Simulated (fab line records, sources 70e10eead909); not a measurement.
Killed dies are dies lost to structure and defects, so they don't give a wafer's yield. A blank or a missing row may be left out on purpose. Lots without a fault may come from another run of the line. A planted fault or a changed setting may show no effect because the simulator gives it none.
Which tool did it? | flow nand_harc | 23 lots, 69 wafers sampled, at 6 steps of a route of 1159

WHAT THE GAUGES READ, wafer by wafer
NHARC_A_M0_OVL_MEAS_10: pitch 160 nm.
lot  | measured     | on         | overlay_x_nm (nm) | overlay_y_nm (nm)
L075 | day 17 19:51 | overlay-02 | -0.2 0.5 0.8      | 0.4 -0.1 0.2
L074 | day 17 20:53 | overlay-02 | 1.0 1.6 2.1       | 1.2 0.9 0.5
L076 | day 17 21:48 | overlay-02 | 0.1 0.2 0.0       | 1.2 0.5 1.2
L079 | day 18 02:35 | overlay-01 | 1.2 0.6 0.8       | 0.6 0.3 0.4
L077 | day 18 12:39 | overlay-01 | 0.4 0.5 0.0       | 1.0 0.9 1.3
L080 | day 18 21:16 | overlay-02 | 0.7 0.6 0.7       | 0.1 -0.6 -0.2
L082 | day 18 22:07 | overlay-02 | 0.2 0.0 -0.1      | -1.0 -1.3 -1.1
L081 | day 19 10:58 | overlay-01 | 0.2 0.2 0.2       | 1.1 1.2 1.7
L083 | day 19 17:53 | overlay-01 | 0.9 0.5 0.8       | 0.5 0.2 1.3
L084 | day 19 18:46 | overlay-01 | 1.8 1.1 0.9       | -0.2 -0.4 -0.5
L085 | day 20 09:32 | overlay-01 | 0.4 0.6 0.3       | 0.2 -0.1 -0.7
L088 | day 20 09:58 | overlay-01 | 0.5 0.5 0.0       | -0.7 -1.0 -0.8
L087 | day 20 10:18 | overlay-01 | -0.1 -0.4 -0.3    | 1.2 0.8 0.5
L086 | day 20 17:35 | overlay-01 | 0.4 -0.6 -0.4     | -0.8 -0.1 -0.7
L089 | day 20 20:38 | overlay-01 | -0.1 -0.1 -0.3    | 1.3 1.2 1.2
L090 | day 21 16:45 | overlay-02 | -0.2 0.8 -0.1     | -0.2 0.5 0.6
L091 | day 22 00:40 | overlay-02 | -1.0 -0.8 -0.8    | 0.0 -0.3 -0.8
L094 | day 22 01:17 | overlay-01 | 0.9 0.7 0.5       | -1.0 -0.7 -0.9
L093 | day 22 01:42 | overlay-01 | 1.2 0.8 1.1       | 0.6 0.7 0.6
L092 | day 22 08:46 | overlay-02 | -0.1 -0.3 -0.7    | -0.7 -0.2 -0.5
L095 | day 22 21:02 | overlay-02 | -0.2 -0.3 -1.0    | -0.3 -0.2 0.0
L097 | day 23 05:27 | overlay-02 | -1.0 0.3 0.0      | 0.2 1.1 1.3
L096 | day 23 07:39 | overlay-01 | 0.1 0.2 -0.1      | -0.2 -0.7 -0.2

NHARC_A_M0_INSPECT_11.
lot  | measured     | on                | raw_defect_count
L075 | day 17 19:53 | defect_inspect-01 | 26 35 30
L074 | day 17 20:56 | defect_inspect-01 | 29 24 19
L076 | day 17 21:50 | defect_inspect-02 | 7 9 11
L079 | day 18 02:37 | defect_inspect-01 | 18 9 11
L077 | day 18 12:41 | defect_inspect-02 | 24 26 24
L080 | day 18 21:18 | defect_inspect-02 | 30 38 25
L082 | day 18 22:09 | defect_inspect-01 | 27 21 25
L081 | day 19 10:59 | defect_inspect-01 | 47 32 41
L083 | day 19 17:55 | defect_inspect-01 | 28 40 32
L084 | day 19 18:48 | defect_inspect-02 | 33 31 32
L085 | day 20 09:34 | defect_inspect-01 | 27 27 30
L088 | day 20 10:01 | defect_inspect-02 | 34 52 31
L087 | day 20 10:20 | defect_inspect-02 | 32 25 31
L086 | day 20 17:37 | defect_inspect-02 | 9 10 13
L089 | day 20 20:41 | defect_inspect-02 | 11 11 11
L090 | day 21 16:47 | defect_inspect-01 | 38 38 37
L091 | day 22 00:43 | defect_inspect-01 | 28 33 34
L094 | day 22 01:19 | defect_inspect-02 | 34 44 45
L093 | day 22 01:44 | defect_inspect-01 | 31 34 28
L092 | day 22 08:47 | defect_inspect-01 | 35 37 35
L095 | day 22 21:04 | defect_inspect-02 | 24 21 20
L097 | day 23 05:29 | defect_inspect-02 | 14 23 18
L096 | day 23 07:41 | defect_inspect-02 | 16 12 12

WHICH TOOL RAN EACH LOT (tool, then ch and the chambers of the sampled wafers, then the start)
lot  | NHARC_A_CONTACT_ETCH_139             | NHARC_A_CONTACT_ETCH_98                       | NHARC_A_CONTACT_STRIP_26                      | NHARC_A_BLC_STRIP_29
L075 | har_cap_etch-01 ch 0,1, day 17 03:57 | rie_diel-11 ch 0,2,3, day 17 16:47 or earlier | rie_diel-11 ch 1,2,3, day 17 16:47 or earlier | rie_diel-13 ch 0,1,3, day 17 16:47
L074 | har_cap_etch-02 ch 0,1, day 17 04:17 | rie_diel-06 ch 0,3, day 17 17:45 or earlier   | rie_diel-06 ch 0,1,3, day 17 17:45 or earlier | rie_diel-04 ch 0,1,2, day 17 17:45
L076 | har_cap_etch-01 ch 0,1, day 17 06:21 | rie_diel-11 ch 0,1, day 17 06:55              | rie_diel-11 ch 0,1, day 17 18:27 or earlier   | rie_diel-13 ch 0,1,3, day 17 18:27
L079 | har_cap_etch-02 ch 0,1, day 17 17:25 | rie_diel-11 ch 0,3, day 17 22:18 or earlier   | rie_diel-11 ch 1,3, day 17 22:18 or earlier   | rie_diel-13 ch 2,3, day 17 22:18
L077 | har_cap_etch-02 ch 0,1, day 18 02:26 | rie_diel-11 ch 1,2, day 18 07:19 or earlier   | rie_diel-11 ch 0,3, day 18 07:19 or earlier   | rie_diel-13 ch 0,3, day 18 07:19
L080 | har_cap_etch-01 ch 0,1, day 18 13:21 | rie_diel-11 ch 0,2, day 18 18:10 or earlier   | rie_diel-11 ch 0,1,2, day 18 18:10 or earlier | rie_diel-07 ch 0,2,3, day 18 18:10
L082 | har_cap_etch-02 ch 0,1, day 18 14:37 | rie_diel-11 ch 1,3, day 18 19:20 or earlier   | rie_diel-11 ch 1,2,3, day 18 19:20 or earlier | rie_diel-04 ch 0,3, day 18 19:20
L081 | har_cap_etch-03 ch 1, day 18 21:34   | rie_diel-11 ch 0,2, day 19 07:15 or earlier   | rie_diel-11 ch 0,1,3, day 19 07:15 or earlier | rie_diel-07 ch 0,2,3, day 19 07:15
L083 | har_cap_etch-02 ch 0,1, day 19 09:49 | rie_diel-06 ch 0,1,2, day 19 10:23            | rie_diel-05 ch 0,1,2, day 19 14:52 or earlier | rie_diel-07 ch 0,1, day 19 14:52
L084 | har_cap_etch-01 ch 0,1, day 19 11:09 | rie_diel-11 ch 0,1, day 19 15:53 or earlier   | rie_diel-11 ch 1,3, day 19 15:53 or earlier   | rie_diel-13 ch 1,2,3, day 19 15:53
L085 | har_cap_etch-01 ch 0,1, day 19 19:22 | rie_diel-11 ch 0,1,3, day 20 04:08 or earlier | rie_diel-11 ch 0,1, day 20 04:08 or earlier   | rie_diel-04 ch 0,3, day 20 04:08
L088 | har_cap_etch-03 ch 0,1, day 19 22:07 | rie_diel-06 ch 0,2, day 19 22:39              | rie_diel-06 ch 1,2, day 20 04:57 or earlier   | rie_diel-07 ch 1,2,3, day 20 04:57
L087 | har_cap_etch-03 ch 0,1, day 20 00:29 | rie_diel-11 ch 0,1,3, day 20 05:31 or earlier | rie_diel-11 ch 0,1,3, day 20 05:31 or earlier | rie_diel-07 ch 0,2,3, day 20 05:31
L086 | har_cap_etch-01 ch 0,1, day 20 09:32 | rie_diel-06 ch 0,1, day 20 10:11              | rie_diel-05 ch 0,2,3, day 20 14:48 or earlier | rie_diel-07 ch 2,3, day 20 14:48
L089 | har_cap_etch-01 ch 0,1, day 20 12:25 | rie_diel-11 ch 1,2, day 20 17:21 or earlier   | rie_diel-11 ch 1,3, day 20 17:21 or earlier   | rie_diel-13 ch 1,2, day 20 17:21
L090 | har_cap_etch-02 ch 0,1, day 21 00:38 | rie_diel-06 ch 0,1,3, day 21 07:47 or earlier | rie_diel-05 ch 1,3, day 21 07:47 or earlier   | rie_diel-13 ch 2,3, day 21 07:47
L091 | har_cap_etch-01 ch 0,1, day 21 07:10 | rie_diel-11 ch 0,1,3, day 21 18:10 or earlier | rie_diel-11 ch 0,1,3, day 21 18:10 or earlier | rie_diel-13 ch 0,2,3, day 21 18:10
L094 | har_cap_etch-03 ch 0,1, day 21 11:52 | rie_diel-11 ch 1,2,3, day 21 19:01 or earlier | rie_diel-11 ch 1,2, day 21 19:01 or earlier   | rie_diel-07 ch 0,1,2, day 21 19:01
L093 | har_cap_etch-01 ch 0,1, day 21 14:47 | rie_diel-11 ch 1,2,3, day 21 19:43 or earlier | rie_diel-06 ch 0,1,3, day 21 19:43 or earlier | rie_diel-07 ch 0,1, day 21 19:43
L092 | har_cap_etch-03 ch 0,1, day 22 00:50 | rie_diel-06 ch 0,1,3, day 22 05:52 or earlier | rie_diel-11 ch 0,1,2, day 22 05:52 or earlier | rie_diel-13 ch 0,2,3, day 22 05:52
L095 | har_cap_etch-03 ch 0,1, day 22 06:22 | rie_diel-11 ch 0,1,3, day 22 11:46 or earlier | rie_diel-05 ch 0,1,2, day 22 11:46 or earlier | rie_diel-07 ch 0,3, day 22 11:46
L097 | har_cap_etch-03 ch 0,1, day 22 19:36 | rie_diel-11 ch 0,1,3, day 23 00:45 or earlier | rie_diel-11 ch 0,2, day 23 00:45 or earlier   | rie_diel-13 ch 0,1, day 23 00:45
L096 | har_cap_etch-02 ch 0,1, day 22 20:07 | rie_diel-11 ch 1,3, day 23 01:12 or earlier   | rie_diel-05 ch 1,2,3, day 23 01:12 or earlier | rie_diel-13 ch 0,3, day 23 01:12
- NHARC_A_CONTACT_ETCH_139: etches the open film in C4F8/O2/Ar, time 137 s, target depth 590 nm.
- NHARC_A_CONTACT_ETCH_98: etches the open film in C4F6/O2, target depth 20 nm, time 10 s.
- NHARC_A_CONTACT_STRIP_26: strips in O2.
- NHARC_A_BLC_STRIP_29: strips in CF4.

WHAT THE TOOLS THEMSELVES READ (means of the sampled wafers that have a number; where no wafer has one, the mark that the record gives instead)
NHARC_A_CONTACT_ETCH_98.
lot  | tool        | bias_w (W) | c4f6_flow_sccm (sccm) | drypump_motor_current_A (A) | mfc_ar_sccm (sccm) | oes_product_au (a.u.) | rf_vpp_V (V) | showerhead_plenum_p_Torr (Torr) | throttle_valve_pct (%)
L075 | rie_diel-11 | 499.7      | 25.02                 | 5.3                         | 500.4              | 0.955                 | 544          | 3.75                            | 26.901
L074 | rie_diel-06 | 499.0      | 24.89                 | 5.6                         | 500.2              | 0.930                 | 548          | 3.94                            | 26.907
L076 | rie_diel-11 | 500.0      | 25.03                 | 5.7                         | 499.0              | 0.963                 | 543          | 3.71                            | 26.900
L079 | rie_diel-11 | 500.7      | 24.97                 | 5.5                         | 500.6              | 0.958                 | 542          | 3.68                            | 26.905
L077 | rie_diel-11 | 499.9      | 25.04                 | 5.4                         | 500.5              | 0.952                 | 545          | 3.85                            | 26.902
L080 | rie_diel-11 | 500.1      | 24.97                 | 5.5                         | 500.0              | 0.945                 | 544          | 3.72                            | 26.899
L082 | rie_diel-11 | 500.4      | 25.04                 | 5.6                         | 498.2              | 0.950                 | 544          | 3.79                            | 26.896
L081 | rie_diel-11 | 498.0      | 25.00                 | 5.5                         | 500.6              | 0.946                 | 543          | 3.72                            | 26.897
L083 | rie_diel-06 | 500.8      | 24.94                 | 5.8                         | 501.5              | 0.986                 | 547          | 3.96                            | 26.906
L084 | rie_diel-11 | 500.7      | 24.95                 | 5.7                         | 500.0              | 0.960                 | 544          | 3.76                            | 26.899
L085 | rie_diel-11 | 499.7      | 25.00                 | 5.5                         | 501.2              | 0.959                 | 543          | 3.73                            | 26.898
L088 | rie_diel-06 | 501.0      | 24.97                 | 5.9                         | 498.2              | 0.950                 | 546          | 3.90                            | 26.904
L087 | rie_diel-11 | 498.7      | 24.91                 | 5.5                         | 501.0              | 0.946                 | 543          | 3.73                            | 26.911
L086 | rie_diel-06 | 500.9      | 25.02                 | 5.9                         | 499.1              | 0.979                 | 548          | 4.00                            | 26.903
L089 | rie_diel-11 | 501.1      | 24.94                 | 5.4                         | 499.2              | 0.962                 | 545          | 3.84                            | 26.910
L090 | rie_diel-06 | 500.0      | 25.07                 | 5.8                         | 501.3              | 0.937                 | 549          | 4.06                            | 26.904
L091 | rie_diel-11 | 497.6      | 25.05                 | 5.5                         | 498.8              | 0.947                 | 542          | 3.72                            | 26.906
L094 | rie_diel-11 | 499.4      | 25.00                 | 5.4                         | 500.8              | 0.938                 | 544          | 3.79                            | 26.896
L093 | rie_diel-11 | 500.0      | 25.04                 | 5.4                         | 500.6              | 1.001                 | 544          | 3.79                            | 26.906
L092 | rie_diel-06 | 499.6      | 24.97                 | 5.8                         | 499.4              | 0.940                 | 548          | 4.05                            | 26.902
L095 | rie_diel-11 | 500.7      | 25.03                 | 5.5                         | 499.2              | 0.998                 | 543          | 3.72                            | 26.904
L097 | rie_diel-11 | 500.4      | 25.05                 | 5.5                         | 499.4              | 0.961                 | 543          | 3.72                            | 26.895
L096 | rie_diel-11 | 501.2      | 25.02                 | 5.3                         | 501.7              | 0.952                 | 542          | 3.75                            | 26.907

NHARC_A_CONTACT_STRIP_26.
lot  | tool        | drypump_motor_current_A (A) | mfc_ar_sccm (sccm) | oes_product_au (a.u.) | rf_vpp_V (V) | showerhead_plenum_p_Torr (Torr) | throttle_valve_pct (%)
L075 | rie_diel-11 | 5.38                        | 0.007              | 1.009                 | 58.1         | 3.42                            | 17.034
L074 | rie_diel-06 | 5.77                        | 0.001              | 1.001                 | 57.9         | 3.49                            | 17.040
L076 | rie_diel-11 | 5.68                        | 0.027              | 1.009                 | 58.4         | 3.33                            | 17.035
L079 | rie_diel-11 | 5.35                        | 0.009              | 1.003                 | 57.2         | 3.38                            | 17.037
L077 | rie_diel-11 | 5.31                        | 0.021              | 1.011                 | 56.8         | 3.33                            | 17.038
L080 | rie_diel-11 | 5.53                        | 0.016              | 1.007                 | 57.8         | 3.39                            | 17.048
L082 | rie_diel-11 | 5.38                        | 0.007              | 0.998                 | 57.1         | 3.42                            | 17.035
L081 | rie_diel-11 | 5.52                        | 0.018              | 1.005                 | 56.9         | 3.35                            | 17.040
L083 | rie_diel-05 | 5.60                        | 0.006              | 0.996                 | 58.1         | 3.49                            | 17.033
L084 | rie_diel-11 | 5.35                        | 0.009              | 0.999                 | 57.9         | 3.38                            | 17.036
L085 | rie_diel-11 | 5.67                        | 0.027              | 1.006                 | 56.6         | 3.32                            | 17.032
L088 | rie_diel-06 | 6.07                        | 0.001              | 0.996                 | 57.0         | 3.41                            | 17.029
L087 | rie_diel-11 | 5.52                        | 0.018              | 0.995                 | 56.8         | 3.35                            | 17.042
L086 | rie_diel-05 | 5.57                        | 0.016              | 1.017                 | 57.5         | 3.58                            | 17.049
L089 | rie_diel-11 | 5.57                        | 0.007              | 0.999                 | 57.6         | 3.40                            | 17.044
L090 | rie_diel-05 | 5.44                        | 0.014              | 0.998                 | 59.4         | 3.55                            | 17.034
L091 | rie_diel-11 | 5.53                        | 0.018              | 0.999                 | 58.3         | 3.35                            | 17.047
L094 | rie_diel-11 | 5.41                        | 0.005              | 1.002                 | 57.3         | 3.45                            | 17.033
L093 | rie_diel-06 | 5.74                        | 0.001              | 0.995                 | 57.9         | 3.65                            | 17.036
L092 | rie_diel-11 | 5.54                        | 0.016              | 1.012                 | 57.2         | 3.38                            | 17.033
L095 | rie_diel-05 | 5.61                        | 0.006              | 0.999                 | 57.3         | 3.47                            | 17.028
L097 | rie_diel-11 | 5.34                        | 0.017              | 1.005                 | 57.1         | 3.40                            | 17.035
L096 | rie_diel-05 | 5.54                        | 0.012              | 1.006                 | 58.5         | 3.61                            | 17.026

NHARC_A_BLC_STRIP_29.
lot  | tool        | cf4_flow_sccm (sccm) | drypump_motor_current_A (A) | mfc_ar_sccm (sccm) | oes_product_au (a.u.) | rf_vpp_V (V) | showerhead_plenum_p_Torr (Torr) | throttle_valve_pct (%)
L075 | rie_diel-13 | 150.2                | 6.0                         | 0.002              | 1.009                 | 60.2         | 1.86                            | 13.277
L074 | rie_diel-04 | 149.8                | 5.8                         | 0.004              | 0.998                 | 60.1         | 1.77                            | 13.280
L076 | rie_diel-13 | 150.0                | 6.0                         | 0.002              | 1.004                 | 59.7         | 1.86                            | 13.279
L079 | rie_diel-13 | 149.4                | 5.8                         | 0.002              | 0.990                 | 60.2         | 1.87                            | 13.288
L077 | rie_diel-13 | 150.0                | 6.2                         | 0.004              | 1.001                 | 60.2         | 1.87                            | 13.289
L080 | rie_diel-07 | 149.9                | 5.4                         | 0.008              | 0.988                 | 58.9         | 1.78                            | 13.284
L082 | rie_diel-04 | 150.1                | 5.7                         | 0.009              | 1.003                 | 59.4         | 1.70                            | 13.289
L081 | rie_diel-07 | 149.8                | 5.4                         | 0.008              | 1.004                 | 59.4         | 1.78                            | 13.279
L083 | rie_diel-07 | 149.7                | 5.4                         | 0.010              | 1.001                 | 59.0         | 1.73                            | 13.281
L084 | rie_diel-13 | 150.5                | 5.9                         | 0.002              | 1.003                 | 60.0         | 1.86                            | 13.288
L085 | rie_diel-04 | 150.5                | 5.7                         | 0.009              | 1.004                 | 58.9         | 1.69                            | 13.286
L088 | rie_diel-07 | 150.3                | 5.3                         | 0.001              | 1.002                 | 58.8         | 1.76                            | 13.280
L087 | rie_diel-07 | 149.8                | 5.4                         | 0.008              | 1.000                 | 59.9         | 1.78                            | 13.284
L086 | rie_diel-07 | 149.5                | 5.3                         | 0.000              | 0.994                 | 59.7         | 1.78                            | 13.288
L089 | rie_diel-13 | 149.8                | 5.6                         | 0.000              | 1.012                 | 59.9         | 1.85                            | 13.288
L090 | rie_diel-13 | 149.9                | 6.1                         | 0.004              | 0.998                 | 59.5         | 1.87                            | 13.284
L091 | rie_diel-13 | 150.0                | 6.0                         | 0.002              | 0.996                 | 60.3         | 1.86                            | 13.284
L094 | rie_diel-07 | 150.0                | 5.4                         | 0.009              | 0.994                 | 59.2         | 1.76                            | 13.280
L093 | rie_diel-07 | 149.8                | 5.4                         | 0.018              | 0.985                 | 59.1         | 1.75                            | 13.295
L092 | rie_diel-13 | 149.7                | 6.0                         | 0.002              | 0.983                 | 59.7         | 1.86                            | 13.286
L095 | rie_diel-07 | 149.9                | 5.4                         | 0.008              | 1.007                 | 59.0         | 1.76                            | 13.293
L097 | rie_diel-13 | 149.9                | 5.9                         | 0.000              | 1.001                 | 60.0         | 1.84                            | 13.286
L096 | rie_diel-13 | 149.9                | 6.2                         | 0.004              | 0.994                 | 59.3         | 1.86                            | 13.287

THE ANSWER, worked out from the rows above alone
Rule: what is usual is taken from the lots themselves. Put in order of their means at a reading, lots are off if they are a third of the lots or fewer, leave a main group of 4 or more, and stand apart from it by a gap of 3 or more times the standard deviation of the main group's means; of several such gaps the widest counts. A main group whose means are all the same, to the digits that the tables above print for the reading, isn't used. A lot without any number at a reading at which 4 lots or more have one is off too. The other lots that the step has rows for count as sound. The gauges are gone through in route order, then the tools' own readings, and for those a lot's mean is taken as printed above. The first step at which some lot is off is used, and at that step the reading that is off furthest; a lot without a number counts as furthest.
No lot is off at any reading shown: from this, nothing can be told.

WHAT THE SIMULATOR HAD PUT IN
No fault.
